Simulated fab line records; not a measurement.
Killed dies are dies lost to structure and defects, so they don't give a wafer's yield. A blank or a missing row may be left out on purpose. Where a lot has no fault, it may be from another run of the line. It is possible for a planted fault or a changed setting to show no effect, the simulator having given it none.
fab line records | flow n5Finfet
record lots=5 wafers=12 lastDay=15
route steps=1938 shown FIN_SAQP@90 BEOL_M4@1111
lots that met no fault: from a run of the same line without faults
startH: hours from the record's opening day to when the first of the lot's shown wafers began | waitH: hours elapsed since this lot's preceding step | " identical to the entry in the row above | L1.1+2: a single row standing in for several wafers | - no value present, or no start provided | * or withheld: withheld | < > ~ a bound
route shown NAME@n: NAME is a module with steps in the file, n the number in the route of the first one | usual: mean and standard deviation over wafers with no fault | same: alike in all rows | chamber/n: place in a boat | sites: readings site by site | _std_site: how widely they spread, as a standard deviation | _edge_site: the outer-site mean with the inner-site mean subtracted | radiusMm: how far each site lies from the wafer's centre | mask NAME#n: copy n | behind: the tool/chamber that last shaped the wafer | hold: what put the lot on hold/how long, in hours/how the hold closed | device: the transistor (n, p or np) that didn't switch | end of line: the tests these same wafers got at the end of their route | step lacking rows: just its recipe | killed: not the wafer's yield, but the dies lost to structure and defects at the first sort | map: per-die view of a wafer (x killed, . not killed, _ where there is no die)
set.NAME: the setting that was run; set.NAME@STEP: the one run at that earlier step | model.NAME: the simulator's own value behind a step, which no gauge read
lots seen at some steps along the route; tables by step, rows by wafer
services: when a tool's chamber went out of use (startH, in hours from the record's first day, below 0 if earlier), for how many hours, and the reason
## steps
# step N5_FIN_SAQP_PRECLEAN_42
# recipe chemistry=O3/DIW timeS=60 tempC=22 o3Ppm=10
# step N5_FIN_SAQP_PRECLEAN_00
# recipe chemistry=SC1 timeS=60 tempC=55 mix=1:2:50
# step N5_FIN_SAQP_PRECLEAN_44
# recipe chemistry=SC2 timeS=45 tempC=35 mix=1:1:50
# step N5_FIN_SAQP_SRD_01
# recipe dry=ipaMarangoni timeS=30 tempC=23 rinseLiquid=diw
# step N5_FIN_SAQP_ALD_61
# recipe material=SiO2 targetThkA=40 tempC=300 aldPrecursorFamily=BDEAS aldCoReactant=O2-plasma pulseTimeS=1 purgeTimeS=2 coReactantPurgeTimeS=2 aldCycles=43 pressureTorr=2
# step N5_FIN_SAQP_DENSIFY_62
# recipe tempC=700 timeS=60 ambient=N2 idleTempC=600 rampUpCPerS=150 rampDownCPerS=60 coolToC=600
# step N5_FIN_SAQP_HM_DEP_03
# recipe material=SiNx targetThkA=380 tempC=400 precursor=SiH4/NH3/N2 pressureTorr=1.5 rfW=300 timeS=33.6
# step N5_FIN_SAQP_PECVD_47
# recipe material=a-Si targetThkA=450 tempC=400 precursor=SiH4/He pressureTorr=3 rfW=100 timeS=36.3
# step N5_FIN_SAQP_PECVD_48
# recipe material=SiNx targetThkA=250 tempC=400 precursor=SiH4/NH3/N2 pressureTorr=1.5 rfW=300 timeS=22.1
# step N5_FIN_SAQP_PECVD_06
# recipe material=a-Si targetThkA=600 tempC=400 precursor=SiH4/He pressureTorr=3 rfW=100 timeS=48.1
# step N5_FIN_SAQP_HM_DEP_72
# recipe material=SiO2 targetThkA=120 tempC=400 precursor=SiH4/N2O pressureTorr=0.75 rfW=275 timeS=7.2
# usual chamberPressureTorr=0.7500/0.0017 heaterPowerOuterW=485/88 heaterPowerW=801/120 showerheadPlenumPTorr=8.25/0.12
# columns lot.wafer tool chamber startH waitH chamberPressureTorr heaterPowerOuterW heaterPowerW showerheadPlenumPTorr model.SiO2_of_FIN_SAQP_HM_DEP_72.thkNm
L599.1 pecvd-02 0 28.23 0.0 0.7493 451 789 8.46 12.05
L599.3 " 2 " " 0.7477 318 565 8.18 12.15
L599.6 " 0 " " 0.7498 450 800 8.44 12.22
L604.3 pecvd-02 0 56.97 0.0 0.7491 509 872 8.45 10.79
L604.5 " 1 " " 0.7490 415 737 8.21 11.16
L606.4 pecvd-02 0 70.79 0.1 0.7499 516 885 8.46 12.12
L606.5 " 1 " " 0.7512 434 737 8.18 10.8
L609.4 pecvd-02 0 86.73 0.1 0.7475 468 800 8.45 12.07
L609.5 " 1 " " 0.7522 437 749 8.19 10.73
L614.2 pecvd-04 2 117.33 0.0 0.7497 589 889 8.30 11.7
L614.4 " 2 " " 0.7493 606 877 8.32 12.03
L614.6 " 1 " " 0.7495 610 932 8.11 11.92
# step N5_FIN_SAQP_COAT_49
# recipe resist=SOC tempC=250 timeS=60 spinRpm=1500 resistThkNm=100
# step N5_FIN_SAQP_COAT_50
# recipe resist=SiARC tempC=220 timeS=60 spinRpm=1500 resistThkNm=35
# step N5_FIN_SAQP_COAT_10
# recipe resist=CAR-ArF spinRpm=1500 resistThkNm=90
# step N5_FIN_SAQP_EBR_12
# recipe solvent=PGMEA ebrWidthMm=1.5
# step N5_FIN_SAQP_SOFTBAKE_11
# recipe tempC=110 timeS=60 resist=CAR-ArF
# step N5_FIN_SAQP_EXPOSE_13
# recipe maskId=FIN_CORE na=1.35 sourceShape=dipole sigmaInner=0.538 sigmaOuter=0.738 polarization=te targetCdNm=35.6 doseMj=63.25
# step N5_FIN_SAQP_PEB_14
# recipe pebTempC=withheld pebTimeS=60 resist=CAR-ArF
# step N5_FIN_SAQP_DEVELOP_15
# recipe developTimeS=30 developer=TMAH resist=CAR-ArF devTempC=23 rinseLiquid=diw dry=airSpin
# step N5_FIN_SAQP_DESCUM_21
# recipe chemistry=O2 timeS=7.9 sourcePowerW=50 biasPowerW=20 pressureMtorr=20 rfFrequencyHz=2.712e+07 tempC=40 resist=CAR-ArF o2FlowSccm=225
# step N5_FIN_SAQP_ETCH_51
# recipe chemistry=CF4 target=SiARC targetDepthA=455 maskMaterial=CAR-ArF timeS=75.8 ionEnergyEv=80 pressureMtorr=40 sourceW=545 biasW=36 Ar_flow_sccm=100 cf4FlowSccm=100 ends=cleared
# step N5_FIN_SAQP_ETCH_52
# recipe chemistry=N2/H2 target=SOC targetDepthA=1000 overetchA=200 maskMaterial=SiARC tempC=40 timeS=150 ionEnergyEv=200 pressureMtorr=30 sourceW=840 biasW=150 n2FlowSccm=200 h2FlowSccm=200 ends=endPoint
# step N5_FIN_SAQP_STRIP_53
# recipe chemistry=N2/H2 tempC=40 n2FlowSccm=200 h2FlowSccm=200 rfFrequencyHz=6e+07
# step N5_FIN_SAQP_HM_OPEN_73
# recipe chemistry=CHF3/O2 target=SiO2 stopOn=a-Si targetDepthA=120 overEtchFrac=1.8 maskMaterial=SOC timeS=16.8 pressureMtorr=30 sourceW=650 biasW=170 Ar_flow_sccm=200 CHF3_flow_sccm=50 O2_flow_sccm=5 ionEnergyEv=200 ends=endPoint
# usual drypumpMotorCurrentA=5.6/0.44 oesProductAu=0.47/0.036 rfVppV=523/9.3 showerheadPlenumPTorr=2.45/0.067 throttleValvePct=18.74/0.18
# columns lot.wafer tool chamber startH waitH drypumpMotorCurrentA oesProductAu rfHoursCounterH rfVppV showerheadPlenumPTorr throttleValvePct model.etch.depthNm
L599.1 rieDiel-04 0 28.98 0.0 6.1 0.47 114 520 2.42 18.97 12.05
L599.3 " 2 " " 6.0 0.44 183 534 2.40 18.66 12.15
L599.6 " 3 " " 5.9 0.46 - 526 2.51 18.76 12.22
L604.3 rieDiel-01 1 57.58 0.0 5.1 0.42 191 522 2.50 18.75 10.79
L604.5 " 0 " " 5.8 0.46 - 510 2.42 18.63 11.16
L606.4 rieDiel-04 2 71.51 0.0 6.1 0.43 200 536 2.39 18.67 12.12
L606.5 " 1 " " 6.0 0.54 - 533 2.48 18.94 10.8
L609.4 rieDiel-04 3 87.45 0.0 5.9 0.45 175 526 2.50 18.79 12.07
L609.5 " 1 " " 6.0 0.53 - 533 2.48 18.95 10.73
L614.2 rieDiel-01 3 118.21 0.0 6.2 0.52 21 510 2.57 18.68 11.7
L614.4 " 3 " " 6.2 0.52 - 510 2.58 18.70 12.03
L614.6 " 1 " " 5.1 0.43 - 523 2.49 18.80 11.92
# step N5_FIN_SAQP_STRIP_74
# recipe chemistry=CHF3/O2 resist=SiARC rfFrequencyHz=6e+07
# step N5_BEOL_M4_RC_MEAS_101
# usual DIBL_N=36.2/1.7 DIBL_P=36.2/2.2 IOFF_N=0.16/0.035 IOFF_P=0.21/0.042 ION_N=673/13 ION_P=462/7.9 SS_N=71.4/0.59 SS_P=73.2/0.7 VT_N=250/3.6 VT_P=-251/3.5
# columns lot.wafer tool chamber startH waitH DIBL_N[mV/V] DIBL_P[mV/V] IOFF_N[nA/um] IOFF_P[nA/um] ION_N[uA/um] ION_P[uA/um] SS_N[mV/dec] SS_P[mV/dec] VT_N[mV] VT_P[mV]
L599.1 prober-01 0 167.06 0.0 37.0 38.0 0.16 0.21 678 460 72.1 73.3 249 -251
L599.3 " 0 " " 36.5 37.9 0.16 0.22 684 464 71.8 73.3 245 -250
L599.6 " 0 " " 37.1 38.4 0.18 0.22 682 462 71.1 72.3 248 -251
L604.3 prober-01 0 196.63 0.3 35.3 36.4 0.14 0.18 661 445 71.4 72.7 250 -253
L604.5 " 0 " " 35.8 37.2 0.17 0.19 664 454 71.8 73.8 250 -253
L606.4 prober-01 0 219.31 0.5 36.7 34.9 0.16 0.22 678 463 71.9 72.7 251 -249
L606.5 " 0 " " 40.0 39.1 0.22 0.29 691 474 71.6 73.5 248 -245
L609.4 prober-01 0 240.59 0.5 37.8 38.1 0.20 0.25 690 469 72.2 73.8 245 -249
L609.5 " 0 " " 36.3 36.6 0.17 0.23 689 469 70.8 73.9 249 -249
L614.2 prober-02 0 253.81 0.2 35.4 34.4 0.12 0.17 670 456 71.5 72.6 252 -253
L614.4 " 0 " " 37.2 36.9 0.15 0.20 677 460 71.5 73.8 253 -253
L614.6 " 0 " " 34.5 33.1 0.11 0.15 645 444 71.3 72.0 257 -255
## services
# columns tool chamber startH hours kind
pecvd-04 - 9.80 0.4 repair
rieDiel-01 - 10.29 2.8 pm
pecvd-04 2 21.12 - clean
pecvd-04 2 21.12 - consumableReplace:showerhead
pecvd-04 2 21.12 29.0 scheduledDown
pecvd-04 2 21.12 29.0 ventCycle
rieDiel-04 1 39.38 - clean
rieDiel-04 1 39.38 - consumableReplace:focusRing
rieDiel-04 1 39.38 14.2 scheduledDown
rieDiel-04 1 39.38 14.2 ventCycle
rieDiel-01 3 43.78 - clean
rieDiel-01 3 43.78 - consumableReplace:focusRing
rieDiel-01 3 43.78 - consumableReplace:showerhead
rieDiel-01 3 43.78 15.0 scheduledDown
rieDiel-01 3 43.78 15.0 ventCycle
rieDiel-01 0 51.63 3.6 repair
pecvd-04 1 62.42 5.5 scheduledDown
pecvd-04 0 74.30 5.5 scheduledDown
pecvd-02 2 76.46 5.5 scheduledDown
pecvd-02 0 81.92 2.1 scheduledDown
pecvd-04 - 92.00 5.5 pm
rieDiel-01 0 112.49 8.4 repair
## key
firstSign none at tools or gauges
modelEffect step=N5_FIN_SAQP_HM_DEP_72 value=SiO2_of_FIN_SAQP_HM_DEP_72.thkNm without=11.98 struck=10.87
modelEffect step=N5_FIN_SAQP_HM_OPEN_73 value=etch.depthNm without=11.98 struck=10.87
metAt N5_FIN_SAQP_HM_DEP_72
struckWafers L604.3,L604.5,L606.5,L609.5
onsetBetween 28.23 56.97
fault kind=processParameterDrift tool=pecvd-02 chamber=- onsetH=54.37 steps=N5_FIN_SAQP_HM_DEP_72 channel=timeS offset=* shape=step endH=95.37 scope=struckWafersOnly actsIn=* stated=*
